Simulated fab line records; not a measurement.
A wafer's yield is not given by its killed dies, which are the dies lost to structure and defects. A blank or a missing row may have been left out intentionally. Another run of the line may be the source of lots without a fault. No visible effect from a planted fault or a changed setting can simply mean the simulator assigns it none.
Split-lot experiment | flow n5Finfet | 7 lots, 21 wafers read, on a route of 1938 steps

ABOUT THE SPLIT
At N5_BEOL_M1_ETCH_64 (etches SOC in N2/H2, target depth 75 nm, overetch 15 nm, time 112.5 s), the setting sourceW was moved away from the recipe's 840 W on 6 of the 21 wafers read, by -16.9% to +12.0%. For the rest of the wafers, this setting stayed at what the recipe calls for.

The reading comes from the split's own step.

THE READING
rfVppV, in V, at N5_BEOL_M1_ETCH_64 (etches SOC in N2/H2, target depth 75 nm, overetch 15 nm, time 112.5 s). A value of 523.1 V with a standard deviation of 2.2 V is what fault-free wafers of this fab line usually give.

wafer  | tool, chamber at the split | sourceW as run, W | against the recipe | rfVppV, V | against lot-mates on the recipe
L077.2 | rieDiel-05, 2              | 840               | recipe             | 523.7     | -
L077.4 | rieDiel-05, 1              | 840               | recipe             | 524.9     | -
L077.6 | rieDiel-05, 3              | 840               | recipe             | 523.6     | -
L078.1 | rieDiel-06, 2              | 697.7             | -16.9%             | 559.4     | no lot-mate on the recipe
L078.5 | rieDiel-06, 0              | 697.7             | -16.9%             | 561.0     | no lot-mate on the recipe
L078.6 | rieDiel-06, 3              | 697.7             | -16.9%             | 552.2     | no lot-mate on the recipe
L079.4 | rieDiel-06, 1              | 840               | recipe             | 523.7     | -
L079.5 | rieDiel-06, 2              | 840               | recipe             | 525.6     | -
L079.6 | rieDiel-06, 3              | 840               | recipe             | 520.7     | -
L082.1 | rieDiel-05, 2              | 840               | recipe             | 522.5     | -
L082.4 | rieDiel-05, 3              | 840               | recipe             | 524.3     | -
L082.6 | rieDiel-05, 3              | 940.4             | +12.0%             | 503.7     | -19.7
L084.3 | rieDiel-01, 2              | 840               | recipe             | 520.9     | -
L084.4 | rieDiel-01, 1              | 840               | recipe             | 521.2     | -
L084.5 | rieDiel-01, 2              | 840               | recipe             | 521.0     | -
L086.2 | rieDiel-01, 1              | 929.4             | +10.6%             | 502.2     | -23.2
L086.3 | rieDiel-01, 3              | 929.4             | +10.6%             | 504.9     | -20.5
L086.4 | rieDiel-01, 0              | 840               | recipe             | 525.4     | -
L089.1 | rieDiel-01, 2              | 840               | recipe             | 523.7     | -
L089.3 | rieDiel-01, 3              | 840               | recipe             | 523.6     | -
L089.5 | rieDiel-01, 0              | 840               | recipe             | 523.4     | -

THE FIT
A straight line over all 21 wafers: rfVppV changes by -1.94 V for each +1% of sourceW; r = -0.99; the points scatter about the line by 2.3 V.
The same after taking each lot's own level away (the mean of its wafers on the recipe; 18 wafers): -1.89 V for each +1%; r = -0.99; scatter 1.4 V.
The reading moves by 32 V for the largest change in sourceW, on that fit.
The lots' own levels span 521.03 to 525.40 V, that is 2.0 times the standard deviation above.
So the lot-to-lot level changes the slope little: the two slopes agree.
Check: for one of the wafers moved furthest among these (+12.0%), held out of the fit, the line's prediction against its lot-mates is -24.5 V. It came out at -19.7 V against them.
Tool readings at the split's step, against how far the setting was moved: rfVppV r = -0.99.

THE OTHER SPLITS THESE WAFERS WENT THROUGH
Before the reading, these wafers also passed through other splits. Each is held against what the fit with the lots' levels taken away leaves over:
other split on the same wafers   | wafers away from the commonest value | r with rfVppV (lot level and that fit taken away)
N5_BEOL_M0_SAQP_ALD_48 aldCycles | 10                                   | -0.05
N5_BEOL_M1_COAT_05 spinRpm       | 8                                    | -0.35

FILE'S OWN FIT
rfVppV changes by -1.83 V for each +1% of sourceW, r = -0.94.
